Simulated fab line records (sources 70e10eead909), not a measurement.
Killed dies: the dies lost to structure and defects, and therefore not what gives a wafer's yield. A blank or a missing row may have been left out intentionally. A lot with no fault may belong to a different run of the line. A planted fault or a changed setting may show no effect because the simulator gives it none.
Struck lot and sound lot, side by side -- flow nand-harc -- 14 out of 1159 route steps
Sound: wafers L690.1, L690.2, L690.5. Struck: wafers L705.3, L705.5 (left out: L705.4, a lot-mate that was not struck); the cause follows at the end.
For every step that has rows: the tool of each side, followed by ch and its chambers, followed by its first start. Under that, the readings that differ: sound wafers -- struck wafers -- difference of the means -- sigmas: that difference in standard deviations of wafers without a fault.
alike: readings whose means differ by less than 2 such deviations, and words and numbers that are the same on both sides. not compared: withheld readings, readings that some wafer has no value for, bounds like >300 that may hide the same value, and numbers for which the record gives no deviation and whose values overlap.
Wherever a step has rows on one side only, a row that says differs or no value, or a row with sigmas, the two part there. Numbers that don't overlap but have no deviation are shown without sigmas and don't part them. Lack of a reading on every wafer of one side parts them only where that side has two or more wafers.

first, 9 steps without rows for these wafers: NHARC_THIN_TSV_PVD_24 (deposits Al, target thk 800 nm); NHARC_THIN_TSV_DEHYDRATE_25 (time 120 s); NHARC_THIN_TSV_HMDS_26 (time 30 s); NHARC_THIN_TSV_COAT_27; NHARC_THIN_TSV_SOFTBAKE_28 (time 95 s); NHARC_THIN_TSV_EBR_29; NHARC_THIN_TSV_EXPOSE_30 (exposes mask PAD); NHARC_THIN_TSV_PEB_31 (peb time 85 s); NHARC_THIN_TSV_DEVELOP_32 (time 70 s).
NHARC_THIN_TSV_CD_MEAS_33: target cd 5000 nm.
  sound on cd-sem-02 ch 0, day 19 11:59; struck on cd-sem-03 ch 0, day 22 22:57
reading,sound,struck,difference,sigmas
cd-nm (nm),4998.6 4997.3 4998.8,5001.1 5002.4,+3.5,+3
then, 1 step without rows for these wafers: NHARC_THIN_TSV_HARDBAKE_34 (time 80 s).
NHARC_THIN_TSV_DESCUM_35: chemistry O2, time 3 s.
  sound on rie-diel-09 ch 0,2, day 19 12:08; struck on rie-diel-07 ch 0,2, day 22 23:08
  alike: drypump-motor-current-A, mfc-ar-sccm, oes-product-au, rf-vpp-V, showerhead-plenum-p-Torr, throttle-valve-pct
  not compared: rf-hours-counter-h
NHARC_THIN_TSV_ETCH_59: etches the open film in Cl2/BCl3, target depth 880 nm, time 138.1 s.
  sound on rie-metal-02 ch 0,1, day 19 12:16; struck on rie-metal-02 ch 0, day 22 23:19
reading,sound,struck,difference,sigmas
rf-fwd-power-W (W),895.6 895.7 897.9,- -,no value on the struck wafers,
run-length-s (s),159.9 159.9 160.2,144.3 143.5,-16.1,-37
  alike: drypump-motor-current-A, oes-product-au, throttle-valve-pct
  not compared: rf-hours-counter-h
NHARC_THIN_TSV_ETCH_36: etches the open film in Cl2/BCl3, target depth 65 nm, time 18.571 s.
  sound on rie-metal-02 ch 0,1, day 19 12:31; struck on rie-metal-02 ch 1, day 22 23:31
  alike: drypump-motor-current-A, oes-product-au, run-length-s
  not compared: rf-hours-counter-h

WHERE THEY PART
At NHARC_THIN_TSV_CD_MEAS_33 first; at NHARC_THIN_TSV_ETCH_59 last (within this record only). Later steps at which nothing parts them and some readings are alike: NHARC_THIN_TSV_ETCH_36.

WHY: the cause the simulator had injected
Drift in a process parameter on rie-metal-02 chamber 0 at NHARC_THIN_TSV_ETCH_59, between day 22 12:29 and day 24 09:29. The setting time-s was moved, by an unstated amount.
